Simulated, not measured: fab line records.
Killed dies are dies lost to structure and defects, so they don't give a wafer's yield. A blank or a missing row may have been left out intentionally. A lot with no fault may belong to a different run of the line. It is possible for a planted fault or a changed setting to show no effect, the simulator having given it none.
fab line records    flow n5_finfet
record: lots: 12  wafers: 35  last_day: 17
route steps=1938 shown GATE_CUT@510 MIM_BOT_ETCH@1868 PASS1_CAP@1874 TV_LITHO@1885 PASSIVATION@1936
lots that met no fault: taken from a fault-free run of the same line
start_h: hours from the record's opening day to when the first of the lot's shown wafers began    wait_h: how many hours have passed since the lot's step before this one    " as in the row above    L1.1+2: a row that stands for several wafers    - no value present, or no start provided    * or withheld: withheld    < > ~ a bound
route shown NAME@n: names a module that has steps shown in the file, with the first one's number in the route    usual: mean/standard deviation of fault-free wafers    same: alike in all rows    chamber/n: place in a boat    sites: per-site readings    _std_site: how widely they spread, as a standard deviation    _edge_site: inner sites' mean taken away from outer sites' mean    radius_mm: for every site, how far away it sits from the centre of the wafer    mask NAME#n: copy n    behind: the last tool/chamber to shape the wafer    hold: cause of the lot's hold/its duration in hours/its outcome    device: which transistor (n, p or np) failed to switch    end of line: the route-end tests of the same wafers    a step given without rows: its recipe and nothing more    killed: at the first sort, the dies lost to defects and structure; wafer yield is something else    map: per-die view of a wafer (x killed, . not killed, _ where there is no die)
set.NAME: the setting the step ran with; set.NAME@STEP: the setting that earlier step ran with    model.NAME: the simulator's own value behind a step, which no gauge read
the route's steps for a sample of lots (tables are steps, rows are wafers)
services: the hour from which a tool's chamber was out of use, counted from the record's first day as start_h (under 0 if before that day), plus the number of hours and why
== steps ==
step: N5_GATE_CUT_ALD_22
recipe: material: SiNx  target_thk_a: 160  temp_c: 400  ald_precursor_family: SiH2I2  ald_co_reactant: N2/H2-plasma  pulse_time_s: 1  ald_cycles: 320  purge_time_s: 2  co_reactant_purge_time_s: 2  pressure_torr: 2
usual: heater_power_w: 804/85  precursor_pulse_height_rel: 1.001/0.017
same: pulse_time_s: 1
lot.wafer  tool        chamber  start_h  wait_h  heater_power_w  precursor_pulse_height_rel
L312.1     ald_sin-02  3        86.33    0.4     731             1.011
L312.2     "           1        "        "       699             1.004
L312.3     "           0        "        "       960             1.006
L313.2     ald_sin-02  1        91.75    0.0     717             1.019
L313.3     "           3        "        "       722             1.005
L313.6     "           3        "        "       765             1.009
L315.1     ald_sin-04  1        104.83   0.2     856             0.977
L315.2     "           3        "        "       717             1.001
L315.5     "           3        "        "       726             0.953
L317.1     ald_sin-04  3        115.01   0.0     710             1.000
L317.2     "           1        "        "       803             1.013
L317.4     "           2        "        "       813             0.970
L318.2     ald_sin-04  0        120.12   0.0     913             0.955
L318.3     "           2        "        "       818             1.002
L318.6     "           1        "        "       812             1.006
L320.2     ald_sin-04  2        136.78   0.0     812             0.984
L320.3     "           1        "        "       811             1.010
L320.6     "           0        "        "       910             0.995
L322.1     ald_sin-04  0        145.85   0.0     909             1.006
L322.2     "           2        "        "       796             0.993
L322.4     "           3        "        "       751             1.015
L324.2     ald_sin-04  3        155.91   0.0     719             0.979
L324.3     "           2        "        "       831             1.011
L323.1     ald_sin-02  3        158.98   0.0     726             1.013
L323.4     "           0        "        "       966             0.997
L323.5     "           2        "        "       755             0.989
L327.2     ald_sin-04  3        174.11   0.0     740             1.016
L327.3     "           1        "        "       825             1.010
L327.6     "           3        "        "       724             0.970
L330.1     ald_sin-04  2        194.39   0.0     850             0.988
L330.2     "           0        "        "       894             0.990
L330.4     "           0        "        "       919             1.018
L334.1     ald_sin-02  3        219.93   0.0     757             0.990
L334.2     "           0        "        "       963             1.010
L334.3     "           1        "        "       717             0.986
step: N5_MIM_BOT_ETCH_ETCH_00
recipe: chemistry: Cl2/BCl3  target: TiN  target_depth_a: 455  ion_energy_ev: 150  pressure_mtorr: 10  icp_w: 1000  bias_w: 126  Cl2_flow_sccm: 53.25  bcl3_flow_sccm: 21.75  Ar_flow_sccm: 25
usual: drypump_motor_current_A: 5.47/0.25  oes_product_au: 0.79/0.078  throttle_valve_pct: 22.13/0.21
lot.wafer  tool          chamber  start_h  wait_h  drypump_motor_current_A  oes_product_au  rf_hours_counter_h  throttle_valve_pct
L312.1     rie_metal-03  0        252.40   0.1     5.43                     0.79            40                  22.04
L312.2     "             1        "        "       5.84                     0.90            11                  22.19
L312.3     "             0        "        "       5.47                     0.80            -                   22.01
L313.2     rie_metal-01  1        252.63   0.1     5.32                     0.81            25                  21.72
L313.3     "             1        "        "       5.31                     0.80            -                   21.71
L313.6     "             0        "        "       5.45                     0.67            -                   22.44
L315.1     rie_metal-03  1        266.55   0.1     5.85                     0.90            12                  22.16
L315.2     "             0        "        "       5.45                     0.80            40                  22.01
L315.5     "             0        "        "       5.45                     0.79            -                   22.02
L317.1     rie_metal-03  0        287.60   0.1     5.44                     0.79            42                  22.00
L317.2     "             1        "        "       5.84                     0.89            14                  22.18
L317.4     "             0        "        "       5.47                     0.78            -                   22.04
L318.2     rie_metal-02  0        291.96   0.1     5.65                     0.73            51                  22.17
L318.3     "             1        "        "       5.07                     0.90            -                   22.25
L318.6     "             1        "        "       5.08                     0.89            -                   22.27
L320.2     rie_metal-01  0        301.83   0.1     5.46                     0.65            99                  22.48
L320.3     "             1        "        "       5.31                     0.79            -                   21.74
L320.6     "             1        "        "       5.34                     0.78            -                   21.75
L322.1     rie_metal-03  1        314.65   0.1     5.82                     0.87            17                  22.20
L322.2     "             0        "        "       5.48                     0.77            45                  22.05
L322.4     "             1        "        "       5.84                     0.87            -                   22.18
L324.2     rie_metal-02  1        318.40   0.1     5.06                     0.88            19                  22.27
L324.3     "             1        "        "       5.05                     0.88            -                   22.27
L323.1     rie_metal-03  0        330.42   0.1     5.48                     0.77            46                  22.04
L323.4     "             1        "        "       5.83                     0.86            -                   22.22
L323.5     "             0        "        "       5.48                     0.78            -                   22.05
L327.2     rie_metal-02  1        336.00   0.1     5.04                     0.86            21                  22.27
L327.3     "             1        "        "       5.06                     0.87            -                   22.28
L327.6     "             0        "        "       5.63                     0.72            -                   22.20
L330.1     rie_metal-01  0        368.44   0.1     5.47                     0.65            104                 22.48
L330.2     "             1        "        "       5.32                     0.78            35                  21.74
L330.4     "             0        "        "       5.49                     0.65            -                   22.47
L334.1     rie_metal-03  1        399.48   0.1     5.84                     0.84            24                  22.23
L334.2     "             0        "        "       5.44                     0.75            52                  22.08
L334.3     "             0        "        "       5.43                     0.75            -                   22.08
step: N5_PASSIVATION_PECVD_01
recipe: material: SiNx  target_thk_a: 2000  temp_c: 400  precursor: SiH4/NH3/N2  pressure_torr: 4.9  rf_w: 1406  time_s: 43.2
usual: heater_power_w: 398/66  showerhead_plenum_p_Torr: 8.66/0.056  throttle_valve_pct: 28.8/1.4
lot.wafer  tool      chamber  start_h  wait_h  heater_power_w  showerhead_plenum_p_Torr  throttle_valve_pct
L312.1     pecvd-01  0        253.11   0.0     366             8.62                      28.4
L312.2     "         1        "        "       422             8.71                      29.1
L312.3     "         2        "        "       423             8.71                      27.5
L313.2     pecvd-01  0        253.44   0.0     365             8.63                      28.1
L313.3     "         1        "        "       364             8.71                      28.8
L313.6     "         2        "        "       491             8.71                      27.6
L315.1     pecvd-01  1        267.23   0.0     430             8.69                      29.0
L315.2     "         0        "        "       287             8.62                      28.1
L315.5     "         1        "        "       448             8.69                      28.9
L317.1     pecvd-03  1        288.28   0.0     380             8.73                      31.2
L317.2     "         0        "        "       460             8.80                      28.3
L317.4     "         1        "        "       394             8.72                      30.9
L318.2     pecvd-03  2        292.71   0.0     294             8.52                      29.6
L318.3     "         1        "        "       474             8.76                      31.0
L318.6     "         2        "        "       311             8.57                      29.4
L320.2     pecvd-01  0        302.54   0.0     333             8.64                      28.0
L320.3     "         2        "        "       513             8.70                      27.8
L320.6     "         2        "        "       511             8.69                      27.8
L322.1     pecvd-04  0        315.36   0.0     289             8.61                      32.0
L322.2     "         2        "        "       391             8.63                      26.5
L322.4     "         0        "        "       308             8.62                      31.9
L324.2     pecvd-01  2        319.18   0.0     492             8.69                      27.6
L324.3     "         0        "        "       281             8.63                      28.2
L323.1     pecvd-03  0        331.10   0.0     492             8.79                      28.2
L323.4     "         1        "        "       359             8.73                      31.0
L323.5     "         2        "        "       394             8.56                      29.3
L327.2     pecvd-04  0        336.67   0.0     414             8.63                      32.2
L327.3     "         1        "        "       443             8.65                      29.1
L327.6     "         1        "        "       435             8.63                      29.3
L330.1     pecvd-04  1        369.12   0.0     442             8.64                      29.1
L330.2     "         2        "        "       407             8.65                      26.9
L330.4     "         1        "        "       421             8.63                      29.4
L334.1     pecvd-01  0        400.18   0.0     242             8.60                      28.5
L334.2     "         2        "        "       522             8.68                      27.8
L334.3     "         0        "        "       266             8.61                      28.3
step: N5_PASSIVATION_INSPECT_61
recipe: mode: adi  inspect_instrument: macro
usual: raw_defect_count: 1.9/1.3
lot.wafer  tool               chamber  start_h  wait_h  raw_defect_count
L312.1     defect_inspect-01  -        253.52   0.0     1
L312.2     "                  -        "        "       2
L312.3     "                  -        "        "       1
L313.2     defect_inspect-01  -        256.58   0.0     3
L313.3     "                  -        "        "       4
L313.6     "                  -        "        "       3
L315.1     defect_inspect-02  -        267.65   0.0     0
L315.2     "                  -        "        "       1
L315.5     "                  -        "        "       1
L317.1     defect_inspect-02  -        289.69   0.0     2
L317.2     "                  -        "        "       2
L317.4     "                  -        "        "       0
L318.2     defect_inspect-01  -        293.59   0.0     3
L318.3     "                  -        "        "       3
L318.6     "                  -        "        "       1
L320.2     defect_inspect-02  -        303.10   0.0     2
L320.3     "                  -        "        "       3
L320.6     "                  -        "        "       2
L322.1     defect_inspect-02  -        316.21   0.0     2
L322.2     "                  -        "        "       3
L322.4     "                  -        "        "       2
L324.2     defect_inspect-01  -        319.60   0.0     4
L324.3     "                  -        "        "       1
L323.1     defect_inspect-01  -        331.95   0.0     5
L323.4     "                  -        "        "       2
L323.5     "                  -        "        "       3
L327.2     defect_inspect-01  -        337.94   0.0     1
L327.3     "                  -        "        "       1
L327.6     "                  -        "        "       0
L330.1     defect_inspect-02  -        371.82   0.0     0
L330.2     "                  -        "        "       0
L330.4     "                  -        "        "       1
L334.1     defect_inspect-01  -        403.02   0.0     5
L334.2     "                  -        "        "       6
L334.3     "                  -        "        "       3
step: N5_PASSIVATION_PROBE_49
usual: killed_at_M0_to_M3: 33/9.1  killed_at_M4_up: 14/5.6  killed_at_contacts: 13/5.7  killed_at_front_end: 42/12  killed_at_other: 4/3  killed_dies: 105/16  killed_on_rim: 13/4  killed_open: 69/11  killed_short: 34/7.5
same: gross_dies: 1180  killed_at_back_side: 0
lot.wafer  tool       chamber  start_h  wait_h  killed_at_M0_to_M3  killed_at_M4_up  killed_at_contacts  killed_at_front_end  killed_at_other  killed_dies  killed_on_rim  killed_open  killed_short
L323.1     prober-01  -        340.73   0.0     24                  21               9                   53                   2                109          11             80           28
L323.4     prober-01  -        340.88   0.2     17                  12               16                  44                   1                90           12             65           22
L323.5     prober-01  -        340.93   0.2     26                  12               10                  54                   4                106          17             72           32
L327.2     prober-02  -        346.04   0.1     26                  26               3                   377                  1                433          152            77           30
L327.3     prober-02  -        346.09   0.1     37                  13               15                  337                  1                403          152            66           31
L327.6     prober-02  -        346.24   0.3     27                  20               10                  345                  0                402          152            69           21
L330.1     prober-01  -        378.24   0.0     33                  18               3                   355                  8                417          152            72           36
L330.2     prober-01  -        378.29   0.1     40                  17               11                  358                  5                431          152            78           39
L330.4     prober-01  -        378.39   0.2     43                  25               16                  381                  6                471          151            103          40
killed by level:class
L323.1 FIN_SAQP:geometric_particle:open=15 BEOL_M4:geometric_particle:open=11 BEOL_M3:geometric_particle:open=10 STI_FIN_REVEAL:geometric_particle:open=9 GATE_CUT:geometric_particle:open=7 MOL_CONTACT_COAG:geometric_particle:open=7 FIN_SAQP:geometric_particle:short=5 DUMMY_GATE:geometric_particle:open=5
L323.4 MOL_CONTACT_COAG:geometric_particle:open=13 FIN_SAQP:geometric_particle:open=12 STI_FIN_REVEAL:geometric_particle:open=12 BEOL_M3:geometric_particle:open=5 FIN_SAQP:geometric_particle:short=4 BEOL_M1:geometric_particle:open=4 BEOL_M1:geometric_particle:short=4 STI_FIN_REVEAL:geometric_particle:short=3
L323.5 STI_FIN_REVEAL:geometric_particle:open=15 FIN_SAQP:geometric_particle:short=9 MOL_CONTACT_COAG:geometric_particle:open=9 BEOL_M3:geometric_particle:open=8 FIN_SAQP:geometric_particle:open=7 STI_FIN_REVEAL:geometric_particle:short=6 BEOL_M1:geometric_particle:open=6 BEOL_M4:geometric_particle:open=5
L327.2 GATE_CUT:area_ald=325 STI_FIN_REVEAL:geometric_particle:open=18 BEOL_M2:geometric_particle:open=10 BEOL_M4:geometric_particle:open=10 FIN_SAQP:geometric_particle:short=6 FIN_SAQP:geometric_particle:open=6 GATE_CUT:geometric_particle:short=6 BEOL_M0_SAQP:geometric_particle:short=5
L327.3 GATE_CUT:area_ald=306 MOL_CONTACT_COAG:geometric_particle:open=12 BEOL_M0_SAQP:geometric_particle:short=10 BEOL_M0_SAQP:geometric_particle:open=8 GATE_CUT:geometric_particle:short=5 BEOL_M1:geometric_particle:open=5 BEOL_M6:geometric_particle:open=5 FIN_SAQP:geometric_particle:short=4
L327.6 GATE_CUT:area_ald=310 STI_FIN_REVEAL:geometric_particle:open=20 MOL_CONTACT_COAG:geometric_particle:open=9 BEOL_M4:geometric_particle:open=8 BEOL_M3:geometric_particle:open=5 BEOL_M0_SAQP:geometric_particle:open=5 BEOL_M5:geometric_particle:open=5 STI_FIN_REVEAL:geometric_particle:short=4
L330.1 GATE_CUT:area_ald=309 STI_FIN_REVEAL:geometric_particle:open=12 BEOL_M0_SAQP:geometric_particle:short=12 BEOL_M0_SAQP:geometric_particle:open=11 BEOL_M4:geometric_particle:open=10 FIN_SAQP:geometric_particle:short=9 FIN_SAQP:geometric_particle:open=6 BEOL_M3:geometric_particle:open=5
L330.2 GATE_CUT:area_ald=312 BEOL_M4:geometric_particle:open=13 STI_FIN_REVEAL:geometric_particle:open=10 BEOL_M3:geometric_particle:open=10 FIN_SAQP:geometric_particle:short=9 FIN_SAQP:geometric_particle:open=9 MOL_CONTACT_COAG:geometric_particle:open=9 BEOL_M0_SAQP:geometric_particle:short=8
L330.4 GATE_CUT:area_ald=315 BEOL_M3:geometric_particle:open=16 MOL_CONTACT_COAG:geometric_particle:open=15 FIN_SAQP:geometric_particle:open=13 HKMG_FIN:area_etch=12 FIN_SAQP:geometric_particle:short=8 BEOL_M4:geometric_particle:open=8 BEOL_M4:geometric_particle:short=8
== services ==
tool          chamber  start_h  hours  kind
ald_sin-02    -        70.28    0.8    pm
ald_sin-02    1        93.30    6.1    repair
rie_metal-03  -        95.55    0.6    repair
ald_sin-04    -        176.75   14.0   pm
ald_sin-02    0        181.20   4.4    repair
ald_sin-04    3        191.51   5.3    repair
ald_sin-02    -        193.37   2.7    repair
pecvd-01      1        216.41   5.0    repair
pecvd-03      -        254.60   0.9    repair
pecvd-04      1        258.07   2.8    repair
rie_metal-03  -        272.56   2.8    pm
ald_sin-02    1        277.37   6.6    repair
pecvd-04      -        277.54   5.4    repair
pecvd-03      1        308.67   4.0    repair
ald_sin-02    -        317.78   1.8    repair
ald_sin-04    -        319.96   3.0    repair
pecvd-03      -        321.24   0.5    repair
pecvd-01      0        334.50   3.8    repair
ald_sin-04    0        350.94   3.3    repair
ald_sin-02    3        356.21   17.8   repair
pecvd-04      -        357.99   6.0    pm
ald_sin-02    -        360.03   6.1    pm
ald_sin-02    -        373.75   14.0   pm
ald_sin-04    -        393.78   6.1    pm
== key ==
first_sign: step: N5_PASSIVATION_PROBE_49  reading: killed_at_front_end  direction: up  sigmas: 26  usual: 42  struck: 359
effect: step: N5_PASSIVATION_PROBE_49  reading: killed_dies  direction: up  sigmas: 20  usual: 105  struck: 426
more_kills_born_at: N5_GATE_CUT_ALD_22@ald_sin-04: 1877
met_at N5_GATE_CUT_ALD_22
struck_lots L327,L330
tester_left_out L327,L330
baseline_loss: step: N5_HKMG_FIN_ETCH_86  wafers: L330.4
not_acting_at N5_MIM_BOT_ETCH_ETCH_00,N5_PASSIVATION_PECVD_01,N5_PASSIVATION_INSPECT_61
onset_between 155.91 174.11
fault: kind: site_profile_drift  tool: ald_sin-04  chamber: -  onset_h: 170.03  steps: N5_GATE_CUT_ALD_22  basis: fraction  max_abs_drift: 0.30063  slope_share_per_hr: 66.807  site_pattern: 0,0,0,0,0,-1,-1,-1,-1
tester_left_out: of these lots the tester's yield and bins aren't shown, on N5 and GAA mostly nor the transistor test; their killed dies are dies lost to structure and defects alone, not to doping, threshold or leakage, so they don't give the yield
baseline_loss: these wafers lose ten dies or more at that step, a loss of the line's own and not of a fault; the sort's usual values leave them out
